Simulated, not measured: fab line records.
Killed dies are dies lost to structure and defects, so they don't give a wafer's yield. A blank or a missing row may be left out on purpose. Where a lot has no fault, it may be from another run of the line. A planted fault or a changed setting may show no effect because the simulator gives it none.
Which tool is to blame? / flow nand-harc / 12 lots, 33 wafers sampled, at 5 steps of a route of 1302

WHAT THE GAUGES READ, wafer by wafer
NHARC_END_SORT_01.
lot=L610; measured=day 25 09:38; on=prober-02; defect-limited-yield (%)=92.0 94.1 92.3; killed-at-array=48 37 47; killed-at-other=1 0 1; killed-at-periphery=5 3 4; killed-dies=54 40 52; killed-open=8 4 5; killed-short=0 2 2; sort_bin_2_pct (%)=1.8 1.8 3.0; sort_bin_3_pct (%)=0.9 0.1 0.6; sort_bin_4_pct (%)=5.3 4.0 4.1; sort-n-pass=623 637 625; sort-rim-yield-pct (%)=85 80 82; sort-yield-pct (%)=92.0 94.1 92.3
lot=L609; measured=day 25 02:41; on=prober-01; defect-limited-yield (%)=93.2 93.5 92.9; killed-at-array=43 42 42; killed-at-other=0 1 2; killed-at-periphery=3 1 4; killed-dies=46 44 48; killed-open=3 2 0; killed-short=1 2 4; sort_bin_2_pct (%)=1.9 1.9 2.8; sort_bin_3_pct (%)=0.7 0.4 0.3; sort_bin_4_pct (%)=4.1 4.1 4.0; sort-n-pass=631 633 629; sort-rim-yield-pct (%)=88 89 86; sort-yield-pct (%)=93.2 93.5 92.9
lot=L608; measured=day 25 11:20; on=prober-01; defect-limited-yield (%)=91.6 94.1 93.5; killed-at-array=51 35 39; killed-at-other=2 1 0; killed-at-periphery=4 4 5; killed-dies=57 40 44; killed-open=3 4 3; killed-short=2 6 2; sort_bin_2_pct (%)=3.4 2.1 3.2; sort_bin_3_pct (%)=1.0 0.7 0.4; sort_bin_4_pct (%)=4.0 3.1 2.8; sort-n-pass=620 637 633; sort-rim-yield-pct (%)=82 89 86; sort-yield-pct (%)=91.6 94.1 93.5
lot=L611; measured=day 25 02:41; on=prober-02; defect-limited-yield (%)=91.7 92.2 91.0; killed-at-array=52 52 58; killed-at-other=1 1 1; killed-at-periphery=3 0 2; killed-dies=56 53 61; killed-open=4 4 6; killed-short=6 3 3; sort_bin_2_pct (%)=3.4 2.8 2.4; sort_bin_3_pct (%)=0.6 0.6 1.0; sort_bin_4_pct (%)=4.3 4.4 5.6; sort-n-pass=621 624 616; sort-rim-yield-pct (%)=83 83 83; sort-yield-pct (%)=91.7 92.2 91.0
lot=L614; measured=day 26 00:31; on=prober-01; defect-limited-yield (%)=0 0; killed-at-array=28 31; killed-at-other=648 645; killed-at-periphery=1 1; killed-dies=677 677; killed-open=3 5; killed-short=1 1; sort_bin_2_pct (%)=96.9 97.6; sort_bin_3_pct (%)=0.1 0.3; sort_bin_4_pct (%)=3.0 2.1; sort-n-pass=0 0; sort-rim-yield-pct (%)=0 0; sort-yield-pct (%)=0 0
lot=L618; measured=day 28 00:59; on=prober-02; defect-limited-yield (%)=95.4 95.0 95.3; killed-at-array=22 24 20; killed-at-other=2 1 0; killed-at-periphery=7 9 12; killed-dies=31 34 32; killed-open=3 3 4; killed-short=4 5 2; sort_bin_2_pct (%)=1.6 1.3 1.8; sort_bin_3_pct (%)=0.6 0.3 0.1; sort_bin_4_pct (%)=2.4 3.4 2.8; sort-n-pass=646 643 645; sort-rim-yield-pct (%)=89 87 90; sort-yield-pct (%)=95.4 95.0 95.3
lot=L621; measured=day 30 04:30; on=prober-01; defect-limited-yield (%)=92.5 92.6 93.2; killed-at-array=47 48 41; killed-at-other=0 1 0; killed-at-periphery=4 1 5; killed-dies=51 50 46; killed-open=4 1 0; killed-short=4 4 5; sort_bin_2_pct (%)=3.0 2.7 2.1; sort_bin_3_pct (%)=0.7 0.7 1.0; sort_bin_4_pct (%)=3.8 4.0 3.7; sort-n-pass=626 627 631; sort-rim-yield-pct (%)=92 86 86; sort-yield-pct (%)=92.5 92.6 93.2
lot=L625; measured=day 31 00:32; on=prober-01; defect-limited-yield (%)=93.5 93.4 94.2; killed-at-array=34 37 31; killed-at-other=2 1 2; killed-at-periphery=8 7 6; killed-dies=44 45 39; killed-open=3 3 1; killed-short=2 1 2; sort_bin_2_pct (%)=1.6 2.4 2.4; sort_bin_3_pct (%)=0.6 0.3 0.4; sort_bin_4_pct (%)=4.3 4.0 3.0; sort-n-pass=633 632 638; sort-rim-yield-pct (%)=92 93 89; sort-yield-pct (%)=93.5 93.4 94.2
lot=L624; measured=day 31 08:24; on=prober-02; defect-limited-yield (%)=89.5 90.7 92.5; killed-at-array=70 62 47; killed-at-other=0 1 0; killed-at-periphery=1 0 4; killed-dies=71 63 51; killed-open=2 2 2; killed-short=2 3 2; sort_bin_2_pct (%)=3.8 3.5 3.5; sort_bin_3_pct (%)=0.9 0.9 0.9; sort_bin_4_pct (%)=5.8 4.9 3.1; sort-n-pass=606 614 626; sort-rim-yield-pct (%)=77 75 81; sort-yield-pct (%)=89.5 90.7 92.5
lot=L627; measured=day 31 20:23; on=prober-01; defect-limited-yield (%)=92.8 93.4 91.3; killed-at-array=49 42 55; killed-at-other=0 2 1; killed-at-periphery=0 1 3; killed-dies=49 45 59; killed-open=4 5 3; killed-short=0 3 3; sort_bin_2_pct (%)=3.4 3.0 3.7; sort_bin_3_pct (%)=0.3 0.6 1.2; sort_bin_4_pct (%)=3.5 3.1 3.8; sort-n-pass=628 632 618; sort-rim-yield-pct (%)=82 88 80; sort-yield-pct (%)=92.8 93.4 91.3
lot=L629; measured=day 34 12:41; on=prober-01; defect-limited-yield (%)=93.4 92.8 92.5; killed-at-array=37 38 40; killed-at-other=1 2 1; killed-at-periphery=7 9 10; killed-dies=45 49 51; killed-open=2 2 2; killed-short=1 3 2; sort_bin_2_pct (%)=2.5 2.7 2.8; sort_bin_3_pct (%)=0.4 0.4 0.4; sort_bin_4_pct (%)=3.7 4.1 4.3; sort-n-pass=632 628 626; sort-rim-yield-pct (%)=91 90 86; sort-yield-pct (%)=93.4 92.8 92.5

WHAT TOOL EACH LOT RAN ON (gives the tool, then ch and the chambers of the sampled wafers, and finally the start)
lot=L610; NHARC_THIN_TSV_ETCH_44=rie-diel-03 ch 1,2, day 24 08:31; NHARC_THIN_TSV_PVD_51=pvd-sputter-03, day 24 11:17; NHARC_THIN_TSV_CMP_21=cmp-04 ch 1,2,3, day 24 12:38; NHARC_THIN_TSV_DESCUM_35=rie-diel-03 ch 0,2,3, day 24 14:25
lot=L609; NHARC_THIN_TSV_ETCH_44=rie-diel-06 ch 1,3, day 24 09:33; NHARC_THIN_TSV_PVD_51=pvd-sputter-03, day 24 12:20; NHARC_THIN_TSV_CMP_21=cmp-04 ch 0,1,2, day 24 13:37; NHARC_THIN_TSV_DESCUM_35=rie-diel-03 ch 0,1,2, day 24 15:20
lot=L608; NHARC_THIN_TSV_ETCH_44=rie-diel-03 ch 2,3, day 24 13:07; NHARC_THIN_TSV_PVD_51=pvd-sputter-03, day 24 15:56; NHARC_THIN_TSV_CMP_21=cmp-01 ch 0,3, day 24 17:11; NHARC_THIN_TSV_DESCUM_35=rie-diel-06 ch 0,1,2, day 24 18:57
lot=L611; NHARC_THIN_TSV_ETCH_44=rie-diel-06 ch 0,2, day 24 14:04; NHARC_THIN_TSV_PVD_51=pvd-sputter-03, day 24 16:49; NHARC_THIN_TSV_CMP_21=cmp-02 ch 0,1,2, day 24 18:03; NHARC_THIN_TSV_DESCUM_35=rie-diel-06 ch 1,2,3, day 24 19:41
lot=L612; NHARC_THIN_TSV_ETCH_44=rie-diel-03 ch 2, day 24 17:08; NHARC_THIN_TSV_PVD_51=pvd-sputter-03, day 24 19:59; NHARC_THIN_TSV_CMP_21=cmp-02 ch 2, day 24 21:18; NHARC_THIN_TSV_DESCUM_35=rie-diel-06 ch 3, day 24 22:55
lot=L614; NHARC_THIN_TSV_ETCH_44=rie-diel-06 ch 1, day 25 08:29; NHARC_THIN_TSV_PVD_51=pvd-sputter-03, day 25 11:13; NHARC_THIN_TSV_CMP_21=cmp-04 ch 1,3, day 25 12:35; NHARC_THIN_TSV_DESCUM_35=rie-diel-06 ch 0,2, day 25 14:10
lot=L618; NHARC_THIN_TSV_ETCH_44=rie-diel-03 ch 0,2, day 27 06:29; NHARC_THIN_TSV_PVD_51=pvd-sputter-02, day 27 09:20; NHARC_THIN_TSV_CMP_21=cmp-04 ch 1,3, day 27 10:46; NHARC_THIN_TSV_DESCUM_35=rie-diel-06 ch 0,1,3, day 27 12:29
lot=L621; NHARC_THIN_TSV_ETCH_44=rie-diel-03 ch 1,2,3, day 29 14:59; NHARC_THIN_TSV_PVD_51=pvd-sputter-01, day 29 17:54; NHARC_THIN_TSV_CMP_21=cmp-04 ch 0,1,3, day 29 19:19; NHARC_THIN_TSV_DESCUM_35=rie-diel-06 ch 1,2, day 29 20:55
lot=L625; NHARC_THIN_TSV_ETCH_44=rie-diel-03 ch 0,1,3, day 30 09:49; NHARC_THIN_TSV_PVD_51=pvd-sputter-01, day 30 12:33; NHARC_THIN_TSV_CMP_21=cmp-02 ch 0,1,2, day 30 13:50; NHARC_THIN_TSV_DESCUM_35=rie-diel-06 ch 0,1,2, day 30 15:28
lot=L624; NHARC_THIN_TSV_ETCH_44=rie-diel-06 ch 1,2, day 30 17:34; NHARC_THIN_TSV_PVD_51=pvd-sputter-01, day 30 20:23; NHARC_THIN_TSV_CMP_21=cmp-02 ch 1,2,3, day 30 21:55; NHARC_THIN_TSV_DESCUM_35=rie-diel-03 ch 1,3, day 30 23:31
lot=L627; NHARC_THIN_TSV_ETCH_44=rie-diel-06 ch 0,1,2, day 31 06:09; NHARC_THIN_TSV_PVD_51=pvd-sputter-02, day 31 08:51; NHARC_THIN_TSV_CMP_21=cmp-04 ch 1,3, day 31 10:07; NHARC_THIN_TSV_DESCUM_35=rie-diel-07 ch 0,1, day 31 11:52
lot=L629; NHARC_THIN_TSV_ETCH_44=rie-diel-03 ch 2,3, day 33 20:13; NHARC_THIN_TSV_PVD_51=pvd-sputter-01, day 33 23:04; NHARC_THIN_TSV_CMP_21=cmp-02 ch 0,3, day 34 00:21; NHARC_THIN_TSV_DESCUM_35=rie-diel-06 ch 1,3, day 34 02:05
- NHARC_THIN_TSV_ETCH_44: etches the open film in CF4/O2, target depth 1594.2 nm, time 797.1 s.
- NHARC_THIN_TSV_PVD_51: deposits Cu, target thk 100 nm.
- NHARC_THIN_TSV_CMP_21: polishes, t overpolish 30 s, target thk 2000 nm.
- NHARC_THIN_TSV_DESCUM_35: chemistry O2, time 3 s.

AS READ BY THE TOOLS THEMSELVES (means over the sampled wafers that have a number; for cases with no such wafer, the mark the record gives instead)
NHARC_THIN_TSV_ETCH_44.
lot=L610; tool=rie-diel-03; drypump-motor-current-A (A)=6.1; oes-product-au (a.u.)=1.001; rf-vpp-V (V)=794; showerhead-plenum-p-Torr (Torr)=1.81; throttle-valve-pct (%)=16.919
lot=L609; tool=rie-diel-06; drypump-motor-current-A (A)=5.3; oes-product-au (a.u.)=1.010; rf-vpp-V (V)=797; showerhead-plenum-p-Torr (Torr)=1.87; throttle-valve-pct (%)=16.908
lot=L608; tool=rie-diel-03; drypump-motor-current-A (A)=5.8; oes-product-au (a.u.)=1.000; rf-vpp-V (V)=795; showerhead-plenum-p-Torr (Torr)=1.84; throttle-valve-pct (%)=16.914
lot=L611; tool=rie-diel-06; drypump-motor-current-A (A)=5.6; oes-product-au (a.u.)=0.992; rf-vpp-V (V)=798; showerhead-plenum-p-Torr (Torr)=1.90; throttle-valve-pct (%)=16.916
lot=L612; tool=rie-diel-03; drypump-motor-current-A (A)=6.0; oes-product-au (a.u.)=1.015; rf-vpp-V (V)=797; showerhead-plenum-p-Torr (Torr)=1.88; throttle-valve-pct (%)=16.914
lot=L614; tool=rie-diel-06; drypump-motor-current-A (A)=5.1; oes-product-au (a.u.)=1.010; rf-vpp-V (V)=802; showerhead-plenum-p-Torr (Torr)=1.95; throttle-valve-pct (%)=16.919
lot=L618; tool=rie-diel-03; drypump-motor-current-A (A)=6.0; oes-product-au (a.u.)=1.004; rf-vpp-V (V)=796; showerhead-plenum-p-Torr (Torr)=1.87; throttle-valve-pct (%)=16.920
lot=L621; tool=rie-diel-03; drypump-motor-current-A (A)=5.9; oes-product-au (a.u.)=0.998; rf-vpp-V (V)=793; showerhead-plenum-p-Torr (Torr)=1.80; throttle-valve-pct (%)=16.919
lot=L625; tool=rie-diel-03; drypump-motor-current-A (A)=5.8; oes-product-au (a.u.)=1.006; rf-vpp-V (V)=792; showerhead-plenum-p-Torr (Torr)=1.79; throttle-valve-pct (%)=16.913
lot=L624; tool=rie-diel-06; drypump-motor-current-A (A)=5.1; oes-product-au (a.u.)=1.000; rf-vpp-V (V)=802; showerhead-plenum-p-Torr (Torr)=1.95; throttle-valve-pct (%)=16.918
lot=L627; tool=rie-diel-06; drypump-motor-current-A (A)=5.4; oes-product-au (a.u.)=1.002; rf-vpp-V (V)=800; showerhead-plenum-p-Torr (Torr)=1.92; throttle-valve-pct (%)=16.911
lot=L629; tool=rie-diel-03; drypump-motor-current-A (A)=5.8; oes-product-au (a.u.)=1.002; rf-vpp-V (V)=795; showerhead-plenum-p-Torr (Torr)=1.83; throttle-valve-pct (%)=16.907

NHARC_THIN_TSV_PVD_51.
lot=L610; tool=pvd-sputter-03; throttle-valve-pct (%)=28.7
lot=L609; tool=pvd-sputter-03; throttle-valve-pct (%)=28.6
lot=L608; tool=pvd-sputter-03; throttle-valve-pct (%)=28.2
lot=L611; tool=pvd-sputter-03; throttle-valve-pct (%)=28.5
lot=L612; tool=pvd-sputter-03; throttle-valve-pct (%)=28.3
lot=L614; tool=pvd-sputter-03; throttle-valve-pct (%)=28.1
lot=L618; tool=pvd-sputter-02; throttle-valve-pct (%)=29.1
lot=L621; tool=pvd-sputter-01; throttle-valve-pct (%)=30.2
lot=L625; tool=pvd-sputter-01; throttle-valve-pct (%)=30.0
lot=L624; tool=pvd-sputter-01; throttle-valve-pct (%)=30.0
lot=L627; tool=pvd-sputter-02; throttle-valve-pct (%)=30.3
lot=L629; tool=pvd-sputter-01; throttle-valve-pct (%)=29.5

NHARC_THIN_TSV_CMP_21.
lot=L610; tool=cmp-04; motor-current-A (A)=11.7; overpolish-run-s (s)=29.983
lot=L609; tool=cmp-04; motor-current-A (A)=11.6; overpolish-run-s (s)=30.005
lot=L608; tool=cmp-01; motor-current-A (A)=12.6; overpolish-run-s (s)=30.001
lot=L611; tool=cmp-02; motor-current-A (A)=11.5; overpolish-run-s (s)=30.002
lot=L612; tool=cmp-02; motor-current-A (A)=10.4; overpolish-run-s (s)=30.014
lot=L614; tool=cmp-04; motor-current-A (A)=11.5; overpolish-run-s (s)=29.993
lot=L618; tool=cmp-04; motor-current-A (A)=11.7; overpolish-run-s (s)=29.997
lot=L621; tool=cmp-04; motor-current-A (A)=12.0; overpolish-run-s (s)=29.995
lot=L625; tool=cmp-02; motor-current-A (A)=11.6; overpolish-run-s (s)=29.996
lot=L624; tool=cmp-02; motor-current-A (A)=11.9; overpolish-run-s (s)=30.006
lot=L627; tool=cmp-04; motor-current-A (A)=11.4; overpolish-run-s (s)=29.992
lot=L629; tool=cmp-02; motor-current-A (A)=11.9; overpolish-run-s (s)=30.001

NHARC_THIN_TSV_DESCUM_35.
lot=L610; tool=rie-diel-03; drypump-motor-current-A (A)=5.8; oes-product-au (a.u.)=0.994; rf-vpp-V (V)=58.5; showerhead-plenum-p-Torr (Torr)=1.90; throttle-valve-pct (%)=11.316
lot=L609; tool=rie-diel-03; drypump-motor-current-A (A)=6.0; oes-product-au (a.u.)=1.005; rf-vpp-V (V)=57.6; showerhead-plenum-p-Torr (Torr)=1.91; throttle-valve-pct (%)=11.306
lot=L608; tool=rie-diel-06; drypump-motor-current-A (A)=5.4; oes-product-au (a.u.)=0.997; rf-vpp-V (V)=58.2; showerhead-plenum-p-Torr (Torr)=2.02; throttle-valve-pct (%)=11.301
lot=L611; tool=rie-diel-06; drypump-motor-current-A (A)=5.4; oes-product-au (a.u.)=0.998; rf-vpp-V (V)=57.8; showerhead-plenum-p-Torr (Torr)=1.96; throttle-valve-pct (%)=11.305
lot=L612; tool=rie-diel-06; drypump-motor-current-A (A)=5.8; oes-product-au (a.u.)=1.013; rf-vpp-V (V)=56.6; showerhead-plenum-p-Torr (Torr)=1.78; throttle-valve-pct (%)=11.317
lot=L614; tool=rie-diel-06; drypump-motor-current-A (A)=5.5; oes-product-au (a.u.)=0.992; rf-vpp-V (V)=57.8; showerhead-plenum-p-Torr (Torr)=2.00; throttle-valve-pct (%)=11.307
lot=L618; tool=rie-diel-06; drypump-motor-current-A (A)=5.6; oes-product-au (a.u.)=0.994; rf-vpp-V (V)=57.0; showerhead-plenum-p-Torr (Torr)=1.93; throttle-valve-pct (%)=11.312
lot=L621; tool=rie-diel-06; drypump-motor-current-A (A)=5.2; oes-product-au (a.u.)=0.995; rf-vpp-V (V)=58.2; showerhead-plenum-p-Torr (Torr)=2.06; throttle-valve-pct (%)=11.310
lot=L625; tool=rie-diel-06; drypump-motor-current-A (A)=5.3; oes-product-au (a.u.)=1.002; rf-vpp-V (V)=58.1; showerhead-plenum-p-Torr (Torr)=2.02; throttle-valve-pct (%)=11.306
lot=L624; tool=rie-diel-03; drypump-motor-current-A (A)=5.9; oes-product-au (a.u.)=1.008; rf-vpp-V (V)=57.5; showerhead-plenum-p-Torr (Torr)=1.84; throttle-valve-pct (%)=11.314
lot=L627; tool=rie-diel-07; drypump-motor-current-A (A)=5.8; oes-product-au (a.u.)=0.995; rf-vpp-V (V)=58.5; showerhead-plenum-p-Torr (Torr)=1.91; throttle-valve-pct (%)=11.307
lot=L629; tool=rie-diel-06; drypump-motor-current-A (A)=5.3; oes-product-au (a.u.)=1.007; rf-vpp-V (V)=57.3; showerhead-plenum-p-Torr (Torr)=1.95; throttle-valve-pct (%)=11.316

THE ANSWER, worked out from the rows above alone
Rule: the usual values come from the lots themselves. Put in order of their means at a reading, lots are off if they are a third of the lots or fewer, leave a main group of 4 or more, and stand apart from it by a gap of 3 or more times the standard deviation of the main group's means; of several such gaps the widest counts. The tables above print the reading to a certain number of digits; a main group whose means all agree to those digits is not used. Also off: a lot with no number at a reading for which 4 or more lots have one. Where the step has rows for the other lots, those lots are counted as sound. First the gauges in route order, then the tools' own readings, where a lot's mean is used as printed above. At the first step where some lot is off, the reading lying furthest off is the one used; lots without a number count as furthest.
Off: L614 (NHARC_END_SORT_01, killed-at-other). The main group has a mean of 0.9 with a standard deviation of 0.39. Neither off nor sound, because the step has no rows for them: L612.
If a tool, at a process step before that reading, ran all the lots that are off and no sound lot after the first of them, it fits. Those tools and the gauges at NHARC_END_SORT_01 are tried in the same way. One fits: NHARC_THIN_TSV_PVD_51 on pvd-sputter-03. Its last sound lot is L611 (day 24 16:49), its first lot that is off L614 (day 25 11:13): a fault that began between those two fits.

WHAT WAS PUT IN BY THE SIMULATOR
Process parameter drift: pvd-sputter-03, from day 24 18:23 on, at NHARC_THIN_TSV_PVD_51. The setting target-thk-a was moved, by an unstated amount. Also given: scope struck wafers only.
Struck lots among those shown: L614. Same finding as the rule above.
